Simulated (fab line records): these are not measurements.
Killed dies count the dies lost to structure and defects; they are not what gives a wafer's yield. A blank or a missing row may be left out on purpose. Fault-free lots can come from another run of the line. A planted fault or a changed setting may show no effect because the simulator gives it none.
fab line records ; flow n5_finfet
[record] lots = 7; wafers = 39
route steps=1938 shown WELL_APT@39 FIN_SAQP@138
start_h: the number of hours between the record's first day and the start of the first shown wafer of the lot ; wait_h: hours from the lot's prior step to this one ; " same as the row above ; L1.1+2: a single row standing in for several wafers ; - value missing, or start not given ; * or withheld: withheld ; < > ~ a bound
route shown NAME@n: a module of which the file shows steps, and the number in the route of the first ; usual: mean/standard deviation taken from wafers without a fault ; same: alike in all rows ; chamber/n: place in a boat ; sites: per-site readings ; _std_site: standard deviation of those values ; _edge_site: inner sites' mean taken away from outer sites' mean ; radius_mm: how far each site lies from the wafer's centre ; mask NAME#n: copy n ; behind: the most recent tool/chamber to have shaped the wafer ; hold: the reason the lot was held/the length of the hold in hours/how it ended ; device: names the non-switching transistor (n, p or np) ; end of line: the tests these same wafers got at the end of their route ; for a step that has no rows: nothing shown but its recipe ; killed: count of dies lost to structure and defects at first sort (not the wafer's yield) ; map: dies across one wafer; x = killed, . = not, _ = none there
set.NAME: the setting as run; set.NAME@STEP: as run at that earlier step ; model.NAME: the simulator's own value behind a step, which no gauge read
lots where settings were altered on purpose, with a table for each step and a row for each wafer
[[steps]]
[step N5_WELL_APT_EXPOSE_22]
[recipe] mask_id = PWELL; na = 0.8; source_shape = conventional; sigma_outer = 0.8; polarization = unpolarized; defocus_nm = 0; target_cd_nm = 200; dose_mj = 23.2
lot.wafer;tool;chamber;start_h;wait_h;mask;set.dose_mj
L074.2+4+6;krf_scanner-01;0;15.10;-;PWELL#0;23.2
L079.1+2+6;krf_scanner-02;0;44.70;-;PWELL#0;23.2
L079.3+4+5;krf_scanner-02;0;44.70;-;PWELL#0;24.91
L080.1+2+3+4+5+6;krf_scanner-02;0;50.79;-;PWELL#0;23.2
L082.1+3+6;krf_scanner-01;0;63.12;-;PWELL#0;23.2
L082.2+4+5;krf_scanner-01;0;63.12;-;PWELL#0;22.67
L088.1+2+3+4+5+6;krf_scanner-02;0;98.63;-;PWELL#0;23.2
L095.1+2+3+4+5+6;krf_scanner-01;0;140.76;-;PWELL#0;23.2
L096.1+2+6;krf_scanner-01;0;146.51;-;PWELL#0;23.2
L096.3+4+5;krf_scanner-01;0;146.51;-;PWELL#0;22.67
[step N5_WELL_APT_PEB_23]
[recipe] peb_temp_c = 130; peb_time_s = 90
[step N5_WELL_APT_DEVELOP_24]
[recipe] develop_time_s = 45; rinse_liquid = surfactant_rinse; dry = air_spin; dev_temp_c = 21
[step N5_WELL_APT_HARDBAKE_29]
[recipe] temp_c = 130; time_s = 120
[step N5_WELL_APT_CD_MEAS_25]
[recipe] target_cd_nm = 200; landing_energy_ev = 500; detector = se_inlens
[usual] cd_nm = 199.5/1.4
lot.wafer;tool;chamber;start_h;wait_h;set.dose_mj@WELL_APT_EXPOSE_22;cd_nm
L074.2;cd_sem-03;0;15.27;-;23.2;201.4
L074.4;cd_sem-03;0;15.27;-;23.2;198.9
L074.6;cd_sem-03;0;15.27;-;23.2;199.7
L079.1;cd_sem-03;0;44.87;-;23.2;202.7
L079.2;cd_sem-03;0;44.87;-;23.2;199.6
L079.3;cd_sem-03;0;44.87;-;24.91;216.1
L079.4;cd_sem-03;0;44.87;-;24.91;214.8
L079.5;cd_sem-03;0;44.87;-;24.91;216.1
L079.6;cd_sem-03;0;44.87;-;23.2;200.8
L080.1;cd_sem-02;0;50.96;-;23.2;198.5
L080.2;cd_sem-02;0;50.96;-;23.2;197.8
L080.3;cd_sem-02;0;50.96;-;23.2;199.5
L080.4;cd_sem-02;0;50.96;-;23.2;199.6
L080.5;cd_sem-02;0;50.96;-;23.2;198.2
L080.6;cd_sem-02;0;50.96;-;23.2;201.1
L082.1;cd_sem-02;0;63.29;-;23.2;197.3
L082.2;cd_sem-02;0;63.29;-;22.67;192.4
L082.3;cd_sem-02;0;63.29;-;23.2;199.9
L082.4;cd_sem-02;0;63.29;-;22.67;192.9
L082.5;cd_sem-02;0;63.29;-;22.67;192.9
L082.6;cd_sem-02;0;63.29;-;23.2;196.8
L088.1;cd_sem-02;0;98.80;-;23.2;198.8
L088.2;cd_sem-02;0;98.80;-;23.2;200.7
L088.3;cd_sem-02;0;98.80;-;23.2;199.0
L088.4;cd_sem-02;0;98.80;-;23.2;199.3
L088.5;cd_sem-02;0;98.80;-;23.2;199.2
L088.6;cd_sem-02;0;98.80;-;23.2;199.3
L095.1;cd_sem-03;0;140.93;-;23.2;201.0
L095.2;cd_sem-03;0;140.93;-;23.2;199.4
L095.3;cd_sem-03;0;140.93;-;23.2;199.2
L095.4;cd_sem-03;0;140.93;-;23.2;198.6
L095.5;cd_sem-03;0;140.93;-;23.2;200.9
L095.6;cd_sem-03;0;140.93;-;23.2;201.2
L096.1;cd_sem-02;0;146.68;-;23.2;201.0
L096.2;cd_sem-02;0;146.68;-;23.2;200.6
L096.3;cd_sem-02;0;146.68;-;22.67;196.1
L096.4;cd_sem-02;0;146.68;-;22.67;195.2
L096.5;cd_sem-02;0;146.68;-;22.67;196.7
L096.6;cd_sem-02;0;146.68;-;23.2;201.0
[step N5_WELL_APT_DESCUM_30]
[recipe] chemistry = O2; time_s = 7.9; source_power_w = 50; bias_power_w = 20; pressure_mtorr = 20; rf_frequency_hz = 2.712e+07; temp_c = 40; o2_flow_sccm = 225
lot.wafer;tool;chamber;start_h;wait_h;set.dose_mj@WELL_APT_EXPOSE_22;model.WELL_APT.cd_nm
L074.2;rie_diel-03;3;15.37;0.0;23.2;201
L074.4;rie_diel-03;2;15.37;0.0;23.2;199.1
L074.6;rie_diel-03;3;15.37;0.0;23.2;199.8
L079.1;rie_diel-06;2;45.04;0.1;23.2;202.7
L079.2;rie_diel-06;1;45.04;0.1;23.2;199.5
L079.3;rie_diel-06;3;45.04;0.1;24.91;216.3
L079.4;rie_diel-06;0;45.04;0.1;24.91;214.9
L079.5;rie_diel-06;3;45.04;0.1;24.91;215.9
L079.6;rie_diel-06;0;45.04;0.1;23.2;200.3
L080.1;rie_diel-05;2;51.05;0.0;23.2;198
L080.2;rie_diel-05;3;51.05;0.0;23.2;197.5
L080.3;rie_diel-05;0;51.05;0.0;23.2;199.2
L080.4;rie_diel-05;1;51.05;0.0;23.2;199.9
L080.5;rie_diel-05;0;51.05;0.0;23.2;198.3
L080.6;rie_diel-05;1;51.05;0.0;23.2;200.8
L082.1;rie_diel-03;3;63.38;0.0;23.2;197.3
L082.2;rie_diel-03;0;63.38;0.0;22.67;192.8
L082.3;rie_diel-03;2;63.38;0.0;23.2;199.7
L082.4;rie_diel-03;0;63.38;0.0;22.67;193.3
L082.5;rie_diel-03;3;63.38;0.0;22.67;192.5
L082.6;rie_diel-03;2;63.38;0.0;23.2;196.7
L088.1;rie_diel-03;2;98.89;0.0;23.2;198.9
L088.2;rie_diel-03;0;98.89;0.0;23.2;200.7
L088.3;rie_diel-03;1;98.89;0.0;23.2;198.8
L088.4;rie_diel-03;3;98.89;0.0;23.2;199.4
L088.5+6;rie_diel-03;1,0;98.89;0.0;23.2;199.3
L095.1;rie_diel-05;3;141.02;0.0;23.2;201
L095.2;rie_diel-05;0;141.02;0.0;23.2;199.5
L095.3;rie_diel-05;2;141.02;0.0;23.2;199.1
L095.4;rie_diel-05;1;141.02;0.0;23.2;198.9
L095.5;rie_diel-05;1;141.02;0.0;23.2;201.2
L095.6;rie_diel-05;0;141.02;0.0;23.2;200.8
L096.1;rie_diel-06;2;147.03;0.3;23.2;201.3
L096.2;rie_diel-06;0;147.03;0.3;23.2;200.5
L096.3;rie_diel-06;1;147.03;0.3;22.67;195.9
L096.4;rie_diel-06;3;147.03;0.3;22.67;195.2
L096.5;rie_diel-06;1;147.03;0.3;22.67;196.7
L096.6;rie_diel-06;2;147.03;0.3;23.2;201
[step N5_WELL_APT_IMPLANT_32]
[recipe] species = BF2; energy_kev = 50; dose_cm2 = 2e+13; tilt_deg = 0; rotation_deg = 0
lot.wafer;tool;chamber;start_h;wait_h;set.energy_kev;model.implant.rp_nm;model.implant.drp_nm
L074.2+4+6;implanter-02;0;15.68;0.1;50;36.97;18.55
L079.1+2+3+4+5+6;implanter-02;0;45.32;0.1;50;38.42;18.55
L080.1+2+4;implanter-02;0;51.33;0.1;50;36.37;18.55
L080.3+5+6;implanter-02;0;51.33;0.1;55.26;40.16;19.95
L082.1+2+4;implanter-01;0;63.66;0.1;47.87;35.2;17.98
L082.3+5+6;implanter-01;0;63.66;0.1;50;36.75;18.55
L088.1+5+6;implanter-01;0;99.17;0.1;50;36.82;18.55
L088.2+3+4;implanter-01;0;99.17;0.1;47.53;35.02;17.89
L095.1+2+6;implanter-02;0;141.30;0.1;44.97;34.18;17.21
L095.3+4+5;implanter-02;0;141.30;0.1;50;37.95;18.55
L096.1+2+3+4+5+6;implanter-01;0;147.31;0.1;50;36.7;18.55
[step N5_FIN_SAQP_SPACER2_ALD_28]
[recipe] material = SiO2; target_thk_a = 81; temp_c = 300; ald_precursor_family = BDEAS; ald_co_reactant = O2-plasma; pulse_time_s = 1; purge_time_s = 2; co_reactant_purge_time_s = 2; pressure_torr = 2
lot.wafer;tool;chamber;start_h;wait_h;set.target_thk_a;model.SiO2_of_FIN_SAQP_SPACER2_ALD_28.thk_nm
L074.2+4+6;ald_sin-03;3,1,3;25.80;0.1;81;8.2
L079.1+3+5;ald_sin-03;0,1,3;55.92;0.2;72.32;7.2
L079.2;ald_sin-03;2;55.92;0.2;81;8.2
L079.4+6;ald_sin-03;3,0;55.92;0.2;81;8
L080.1+3;ald_sin-01;1,2;62.28;0.2;81;8
L080.2+4+5+6;ald_sin-01;0,3,3,0;62.28;0.2;81;8.2
L082.1+3+4;ald_sin-03;3,2,1;74.03;0.1;90.11;9
L082.2+5;ald_sin-03;0,3;74.03;0.1;81;8.2
L082.6;ald_sin-03;2;74.03;0.1;81;8
L088.1+3+5;ald_sin-03;3,0,2;108.64;0.1;86.07;8.6
L088.2+4+6;ald_sin-03;2,1,3;108.64;0.1;81;8
L095.1;ald_sin-03;1;151.40;0.1;81;8.2
L095.2+5+6;ald_sin-03;3,0,3;151.40;0.1;85.38;8.6
L095.3+4;ald_sin-03;0,2;151.40;0.1;81;8
L096.1+2+3+5;ald_sin-01;3,0,1,3;157.11;0.6;81;8.2
L096.4+6;ald_sin-01;2;157.11;0.6;81;8
[step N5_FIN_SAQP_SPACER2_ETCHBACK_29]
[recipe] chemistry = CHF3/O2; mode = anisotropic_etchback; target = SiO2; target_depth_a = 122; time_s = 6.1; pressure_mtorr = 30; source_w = 650; bias_w = 170; Ar_flow_sccm = 200; CHF3_flow_sccm = 50; O2_flow_sccm = 5; ion_energy_ev = 200
[step N5_FIN_SAQP_MANDREL2_REMOVE_60]
[recipe] chemistry = HBr/Cl2/O2; bt_time_s = 10; target = a-Si; stop_on = SiNx; endpoint = OES-SiCl; over_etch_frac = 1; icp_w = 600; bias_w = 22; HBr_flow_sccm = 150; Cl2_flow_sccm = 80; O2_flow_sccm = 5; pressure_mtorr = 10
lot.wafer;tool;chamber;start_h;wait_h;set.target_thk_a@FIN_SAQP_SPACER2_ALD_28;model.FIN_SAQP.cd_nm
L074.2+6;rie_si-06;1,2;26.27;0.1;81;8
L074.4;rie_si-06;2;26.27;0.1;81;8.2
L079.1+3+5;rie_si-03;2,1,1;56.34;0.1;72.32;7.2
L079.2+6;rie_si-03;3,2;56.34;0.1;81;8.2
L079.4;rie_si-03;0;56.34;0.1;81;8
L080.1+2+3+5+6;rie_si-01;1,0,3,0,1;62.69;0.1;81;8
L080.4;rie_si-01;2;62.69;0.1;81;8.2
L082.1+3+4;rie_si-03;0,3,1;74.44;0.1;90.11;9
L082.2+5;rie_si-03;2,3;74.44;0.1;81;8.2
L082.6;rie_si-03;0;74.44;0.1;81;8
L088.1;rie_si-06;0;109.05;0.1;86.07;8.4
L088.2+4;rie_si-06;2,3;109.05;0.1;81;8.2
L088.3+5;rie_si-06;1;109.05;0.1;86.07;8.6
L088.6;rie_si-06;0;109.05;0.1;81;8
L095.1+3;rie_si-06;1,2;152.16;0.1;81;8.2
L095.2+5+6;rie_si-06;0,0,3;152.16;0.1;85.38;8.6
L095.4;rie_si-06;3;152.16;0.1;81;8
L096.1+3+5+6;rie_si-01;0,3,0,1;157.53;0.1;81;8.2
L096.2+4;rie_si-01;2,1;157.53;0.1;81;8
[step N5_FIN_SAQP_CD_MEAS_31]
[recipe] target_cd_nm = 8; landing_energy_ev = 1000; detector = se_inlens; polarity = line
[usual] cd_nm = 8.10/0.19
lot.wafer;tool;chamber;start_h;wait_h;set.target_thk_a@FIN_SAQP_SPACER2_ALD_28;cd_nm
L074.2;cd_sem-02;0;26.39;0.1;81;8.29
L074.4;cd_sem-02;0;26.39;0.1;81;8.05
L074.6;cd_sem-02;0;26.39;0.1;81;8.00
L079.1;cd_sem-02;0;56.45;0.1;72.32;7.05
L079.2;cd_sem-02;0;56.45;0.1;81;7.95
L079.3;cd_sem-02;0;56.45;0.1;72.32;7.07
L079.4;cd_sem-02;0;56.45;0.1;81;8.06
L079.5;cd_sem-02;0;56.45;0.1;72.32;7.40
L079.6;cd_sem-02;0;56.45;0.1;81;8.27
L080.1;cd_sem-03;0;62.80;0.1;81;7.99
L080.2;cd_sem-03;0;62.80;0.1;81;8.07
L080.3;cd_sem-03;0;62.80;0.1;81;8.01
L080.4;cd_sem-03;0;62.80;0.1;81;7.95
L080.5;cd_sem-03;0;62.80;0.1;81;8.23
L080.6;cd_sem-03;0;62.80;0.1;81;8.11
L082.1;cd_sem-02;0;74.55;0.1;90.11;8.73
L082.2;cd_sem-02;0;74.55;0.1;81;8.06
L082.3;cd_sem-02;0;74.55;0.1;90.11;9.21
L082.4;cd_sem-02;0;74.55;0.1;90.11;8.94
L082.5;cd_sem-02;0;74.55;0.1;81;8.05
L082.6;cd_sem-02;0;74.55;0.1;81;8.11
L088.1;cd_sem-03;0;109.16;0.1;86.07;8.61
L088.2;cd_sem-03;0;109.16;0.1;81;8.03
L088.3;cd_sem-03;0;109.16;0.1;86.07;8.59
L088.4;cd_sem-03;0;109.16;0.1;81;8.28
L088.5;cd_sem-03;0;109.16;0.1;86.07;8.40
L088.6;cd_sem-03;0;109.16;0.1;81;7.96
L095.1;cd_sem-01;0;152.27;0.1;81;8.19
L095.2;cd_sem-01;0;152.27;0.1;85.38;8.45
L095.3;cd_sem-01;0;152.27;0.1;81;8.56
L095.4;cd_sem-01;0;152.27;0.1;81;7.91
L095.5;cd_sem-01;0;152.27;0.1;85.38;8.65
L095.6;cd_sem-01;0;152.27;0.1;85.38;8.86
L096.1;cd_sem-02;0;157.64;0.1;81;8.23
L096.2;cd_sem-02;0;157.64;0.1;81;8.22
L096.3;cd_sem-02;0;157.64;0.1;81;8.16
L096.4;cd_sem-02;0;157.64;0.1;81;7.89
L096.5;cd_sem-02;0;157.64;0.1;81;8.10
L096.6;cd_sem-02;0;157.64;0.1;81;8.15
[step N5_FIN_SAQP_HM_OPEN_33]
[recipe] chemistry = CH3F/O2; target = SiNx; mask_material = SiO2; target_depth_a = 494; time_s = 70.6; pressure_mtorr = 30; source_w = 395; bias_w = 73; Ar_flow_sccm = 150; CH3F_flow_sccm = 30; O2_flow_sccm = 20; ion_energy_ev = 120; ends = cleared
lot.wafer;tool;chamber;start_h;wait_h;set.target_thk_a@FIN_SAQP_SPACER2_ALD_28;model.FIN_SAQP.cd_nm
L074.2;rie_diel-03;2;26.48;0.1;81;8
L074.4+6;rie_diel-03;3,0;26.48;0.1;81;8.2
L079.1;rie_diel-03;0;56.50;0.0;72.32;7.2
L079.2+6;rie_diel-03;3;56.50;0.0;81;8.2
L079.3+5;rie_diel-03;0;56.50;0.0;72.32;7.4
L079.4;rie_diel-03;3;56.50;0.0;81;8
L080.1+2+3+5+6;rie_diel-03;2,3,0,0,3;62.85;0.0;81;8
L080.4;rie_diel-03;2;62.85;0.0;81;8.2
L082.1+3+4;rie_diel-05;2,1,0;74.60;0.0;90.11;9
L082.2+5+6;rie_diel-05;0,1,2;74.60;0.0;81;8.2
L088.1+5;rie_diel-05;1,2;109.21;0.0;86.07;8.6
L088.2+4+6;rie_diel-05;0,3,3;109.21;0.0;81;8.2
L088.3;rie_diel-05;2;109.21;0.0;86.07;8.8
L095.1;rie_diel-06;0;152.32;0.0;81;8.2
L095.2+5+6;rie_diel-06;3,3,0;152.32;0.0;85.38;8.6
L095.3+4;rie_diel-06;1,2;152.32;0.0;81;8
L096.1+2+3+5+6;rie_diel-03;1,2,0,2,3;157.68;0.0;81;8.2
L096.4;rie_diel-03;3;157.68;0.0;81;8
[step N5_FIN_SAQP_ETCH_34]
[recipe] chemistry = C4F6/O2; target = SiO2; target_depth_a = 450; time_s = 15; ion_energy_ev = 250; pressure_mtorr = 30; source_w = 345; bias_w = 185; Ar_flow_sccm = 300; C4F6_flow_sccm = 10; O2_flow_sccm = 10; ends = cleared
lot.wafer;tool;chamber;start_h;wait_h;set.target_thk_a@FIN_SAQP_SPACER2_ALD_28;model.FIN_SAQP.cd_nm
L074.2+4+6;rie_diel-03;2,3,0;26.55;0.0;81;8.2
L079.1+3+5;rie_diel-03;0;56.60;0.1;72.32;7.4
L079.2+6;rie_diel-03;3;56.60;0.1;81;8.2
L079.4;rie_diel-03;3;56.60;0.1;81;8
L080.1+4;rie_diel-03;2;62.92;0.0;81;8.2
L080.2+3+5+6;rie_diel-03;3,0,0,3;62.92;0.0;81;8
L082.1;rie_diel-05;2;74.67;0.0;90.11;9.2
L082.2+5+6;rie_diel-05;0,1,2;74.67;0.0;81;8.2
L082.3+4;rie_diel-05;1,0;74.67;0.0;90.11;9
L088.1;rie_diel-05;1;109.28;0.0;86.07;8.4
L088.2+4;rie_diel-05;0,3;109.28;0.0;81;8.2
L088.3+5;rie_diel-05;2;109.28;0.0;86.07;8.6
L088.6;rie_diel-05;3;109.28;0.0;81;8
L095.1;rie_diel-06;0;152.39;0.0;81;8.2
L095.2+6;rie_diel-06;3,0;152.39;0.0;85.38;8.6
L095.3+4;rie_diel-06;1,2;152.39;0.0;81;8
L095.5;rie_diel-06;3;152.39;0.0;85.38;8.4
L096.1+2+3+5+6;rie_diel-03;1,2,0,2,3;157.75;0.0;81;8.2
L096.4;rie_diel-03;3;157.75;0.0;81;8
[step N5_FIN_SAQP_STRIP_77]
[recipe] chemistry = N2/H2; time_s = 90; power_w = 100; temp_c = 40; pressure_mtorr = 100; rf_frequency_hz = 6e+07; bias_power_w = 3; n2_flow_sccm = 300; h2_flow_sccm = 300
[step N5_FIN_SAQP_ETCH_64]
[recipe] chemistry = CF4; target = SiO2; target_depth_a = 15; ion_energy_ev = 350; pressure_mtorr = 10; icp_w = 800; bias_w = 400; cf4_flow_sccm = 80
lot.wafer;tool;chamber;start_h;wait_h;set.target_thk_a@FIN_SAQP_SPACER2_ALD_28;model.FIN_SAQP.cd_nm
L074.2+4+6;rie_si-01;2;26.75;0.0;81;8.2
L079.1+3+5;rie_si-01;3,1,3;56.86;0.0;72.32;7.4
L079.2+4;rie_si-01;0,2;56.86;0.0;81;8
L079.6;rie_si-01;0;56.86;0.0;81;8.2
L080.1+4;rie_si-03;3,1;63.11;0.0;81;8.2
L080.2+3+5+6;rie_si-03;0,2,2,3;63.11;0.0;81;8
L082.1;rie_si-01;2;74.87;0.0;90.11;9.2
L082.2+5+6;rie_si-01;3,0,3;74.87;0.0;81;8.2
L082.3+4;rie_si-01;0,1;74.87;0.0;90.11;9
L088.1;rie_si-01;1;109.48;0.1;86.07;8.4
L088.2;rie_si-01;3;109.48;0.1;81;8.2
L088.3+5;rie_si-01;0,2;109.48;0.1;86.07;8.6
L088.4+6;rie_si-01;2,3;109.48;0.1;81;8
L095.1;rie_si-03;2;152.59;0.0;81;8.2
L095.2+6;rie_si-03;0,1;152.59;0.0;85.38;8.6
L095.3+4;rie_si-03;1,3;152.59;0.0;81;8
L095.5;rie_si-03;0;152.59;0.0;85.38;8.4
L096.1+3+4;rie_si-06;0,1,2;157.95;0.0;81;8
L096.2+5+6;rie_si-06;3,1,0;157.95;0.0;81;8.2
[step N5_FIN_SAQP_FIN_ETCH_36]
[recipe] chemistry = HBr/Cl2/O2; target_depth_a = 1200; mask_material = SiNx; time_s = 50.4; bias_w = 102; pressure_mtorr = 10; icp_w = 800; HBr_flow_sccm = 150; Cl2_flow_sccm = 80; O2_flow_sccm = 12
lot.wafer;tool;chamber;start_h;wait_h;set.target_thk_a@FIN_SAQP_SPACER2_ALD_28;model.FIN_SAQP.cd_nm
L074.2+6;rie_si-01;2;26.78;0.0;81;8
L074.4;rie_si-01;2;26.78;0.0;81;8.2
L079.1+3;rie_si-01;3,1;56.88;0.0;72.32;7.4
L079.2+4+6;rie_si-01;0,2,0;56.88;0.0;81;8
L079.5;rie_si-01;3;56.88;0.0;72.32;7.2
L080.1+3+4+5;rie_si-03;3,2,1,2;63.13;0.0;81;8.2
L080.2+6;rie_si-03;0,3;63.13;0.0;81;8
L082.1+3+4;rie_si-01;2,0,1;74.89;0.0;90.11;9
L082.2+5+6;rie_si-01;3,0,3;74.89;0.0;81;8.2
L088.1;rie_si-01;1;109.50;0.0;86.07;8.4
L088.2+6;rie_si-01;3;109.50;0.0;81;8.2
L088.3+5;rie_si-01;0,2;109.50;0.0;86.07;8.6
L088.4;rie_si-01;2;109.50;0.0;81;8
L095.1;rie_si-03;2;152.61;0.0;81;8.4
L095.2+5;rie_si-03;0;152.61;0.0;85.38;8.6
L095.3;rie_si-03;1;152.61;0.0;81;7.8
L095.4;rie_si-03;3;152.61;0.0;81;8
L095.6;rie_si-03;1;152.61;0.0;85.38;8.4
L096.1+3+4;rie_si-06;0,1,2;157.97;0.0;81;8
L096.2+5+6;rie_si-06;3,1,0;157.97;0.0;81;8.2
[[key]]
[split] step = N5_WELL_APT_EXPOSE_22; setting = dose_mj; stated = 23.2; by = wafer
[response] step = N5_WELL_APT_CD_MEAS_25; reading = cd_nm; change = +2.02; per = 1%; r = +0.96
[response] step = N5_WELL_APT_DESCUM_30; reading = model.WELL_APT.cd_nm; change = +2.04; per = 1%; r = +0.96
[split] step = N5_WELL_APT_IMPLANT_32; setting = energy_kev; stated = 50; by = wafer
[response] step = N5_WELL_APT_IMPLANT_32; reading = model.implant.rp_nm; change = +0.367; per = 1%; r = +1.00
[response] step = N5_WELL_APT_IMPLANT_32; reading = model.implant.drp_nm; change = +0.133; per = 1%; r = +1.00
[split] step = N5_FIN_SAQP_SPACER2_ALD_28; setting = target_thk_a; stated = 81; by = wafer
[response] step = N5_FIN_SAQP_SPACER2_ALD_28; reading = model.SiO2_of_FIN_SAQP_SPACER2_ALD_28.thk_nm; change = +0.0829; per = 1%; r = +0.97
[response] step = N5_FIN_SAQP_MANDREL2_REMOVE_60; reading = model.FIN_SAQP.cd_nm; change = +0.08; per = 1%; r = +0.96
[response] step = N5_FIN_SAQP_CD_MEAS_31; reading = cd_nm; change = +0.0806; per = 1%; r = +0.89
[response] step = N5_FIN_SAQP_HM_OPEN_33; reading = model.FIN_SAQP.cd_nm; change = +0.0755; per = 1%; r = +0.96
[response] step = N5_FIN_SAQP_ETCH_34; reading = model.FIN_SAQP.cd_nm; change = +0.0731; per = 1%; r = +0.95
[response] step = N5_FIN_SAQP_ETCH_64; reading = model.FIN_SAQP.cd_nm; change = +0.0721; per = 1%; r = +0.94
[response] step = N5_FIN_SAQP_FIN_ETCH_36; reading = model.FIN_SAQP.cd_nm; change = +0.0683; per = 1%; r = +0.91
